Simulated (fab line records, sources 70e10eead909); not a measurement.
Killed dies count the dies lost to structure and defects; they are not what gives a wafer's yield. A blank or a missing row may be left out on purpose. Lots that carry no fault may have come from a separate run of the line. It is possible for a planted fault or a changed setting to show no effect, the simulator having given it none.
One fault seen from 3 desks :: flow nand-harc :: every desk sees just its own numbers, and what lay behind them comes last

== THE DEFECT DESK ==
For each lot, the counts of the inspections along the route, averaged over the sampled wafers that have a number. The brackets show how far a lot's mean lies from the usual mean; more than 4 standard deviations puts the lot out of limits, marked OUT.
Columns: A = raw-defect-count at NHARC_A_CHANNEL_HOLE_D1_INSPECT_40, usual 68
lot: L623
first seen here: day 9 03:29
A: 35

lot: L624
first seen here: day 9 12:26
A: 104

lot: L625
first seen here: day 9 20:20
A: 45

lot: L626
first seen here: day 10 13:52
A: 42

lot: L629
first seen here: day 11 12:59
A: 96

lot: L630
first seen here: day 12 09:43
A: 86

lot: L631
first seen here: day 12 15:57
A: 100

lot: L634
first seen here: day 13 17:37
A: 110

lot: L637
first seen here: day 14 22:48
A: 864 (+31) OUT

lot: L641
first seen here: day 16 11:08
A: 834 (+29) OUT

lot: L645
first seen here: day 18 08:50
A: 66
Finding of this desk: L637, L641 out of limits; the first was L637 at day 14 22:48, on raw-defect-count at NHARC_A_CHANNEL_HOLE_D1_INSPECT_40. Within limits: L623, L624, L625, L626, L629, L630, L631, L634, L645.

== FROM THE METROLOGY DESK ==
What the gauges read for every lot (on any tool): the sampled wafers with a number, averaged. The brackets show how far a lot's mean lies from the usual mean; more than 4 standard deviations puts the lot out of limits, marked OUT.
Columns: A = thk-nm at NHARC_A_ONON_D1_THK_MEAS_14, usual 1004 nm
lot: L623
first seen here: day 8 05:06
A: 988

lot: L624
first seen here: day 8 14:36
A: 994

lot: L625
first seen here: day 8 23:53
A: 1005

lot: L626
first seen here: day 9 17:19
A: 992

lot: L629
first seen here: day 10 16:32
A: 1019

lot: L630
first seen here: day 11 09:10
A: 1001

lot: L631
first seen here: day 11 16:53
A: 1003

lot: L634
first seen here: day 12 20:23
A: 1009

lot: L637
first seen here: day 13 21:05
A: 1012

lot: L641
first seen here: day 15 12:49
A: 1024

lot: L645
first seen here: day 17 07:01
A: 992
This desk found nothing out of limits on any of the 11 lots.

== AT THE TOOL OWNER'S DESK: har-etch-02 ==
The tool's own readings at NHARC_A_CHANNEL_HOLE_D1_ETCH_26 (etches the open film in C4F8/O2/Ar, time 224.1 s, target depth 300 nm): means of the sampled wafers that have a number, for each lot that ran on this tool. The brackets show how far a lot's mean lies from the usual mean; more than 4 standard deviations puts the lot out of limits, marked OUT.
Columns: A = drypump-motor-current-A at NHARC_A_CHANNEL_HOLE_D1_ETCH_26, usual 5.9 A; B = he-backside-leak-sccm at NHARC_A_CHANNEL_HOLE_D1_ETCH_26, usual 6.3 sccm; C = showerhead-plenum-p-Torr at NHARC_A_CHANNEL_HOLE_D1_ETCH_26, usual 3.68 Torr; D = throttle-valve-pct at NHARC_A_CHANNEL_HOLE_D1_ETCH_26, usual 24.585 %
lot: L624
first seen here: day 9 10:34
A: 6.4
B: 6.8
C: 3.57
D: 24.578

lot: L629
first seen here: day 11 11:03
A: 6.4
B: 6.7
C: 3.56
D: 24.579

lot: L630
first seen here: day 12 07:47
A: 6.4
B: 7.1
C: 3.55
D: 24.588

lot: L631
first seen here: day 12 14:04
A: 6.4
B: 6.9
C: 3.70
D: 24.585

lot: L634
first seen here: day 13 15:41
A: 6.4
B: 7.2
C: 3.54
D: 24.586

lot: L637
first seen here: day 14 20:52
A: 6.3
B: 7.2
C: 3.53
D: 24.583

lot: L641
first seen here: day 16 09:13
A: 6.4
B: 7.2
C: 3.52
D: 24.575
This desk found nothing out of limits on any of the 7 lots.

== TAKEN TOGETHER ==
The defect desk could have raised an alarm at day 14 22:48, on L637, L641.
Nothing out of limits was seen by the metrology desk.
The desk of the tool owner found nothing out of limits.
The metrology desk holds a record of L637, L641, inside its limits.
The tool owner's desk has L637, L641 on record, within its limits.
All the named lots went through NHARC_A_CHANNEL_HOLE_D1_ETCH_26 on har-etch-02.

== WHAT WAS PUT IN BY THE SIMULATOR ==
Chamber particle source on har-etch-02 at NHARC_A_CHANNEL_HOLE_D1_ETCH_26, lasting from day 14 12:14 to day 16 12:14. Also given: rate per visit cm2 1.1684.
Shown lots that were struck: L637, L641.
Hours from the fault's start to each desk's first reading out of limits: the defect desk, 11.
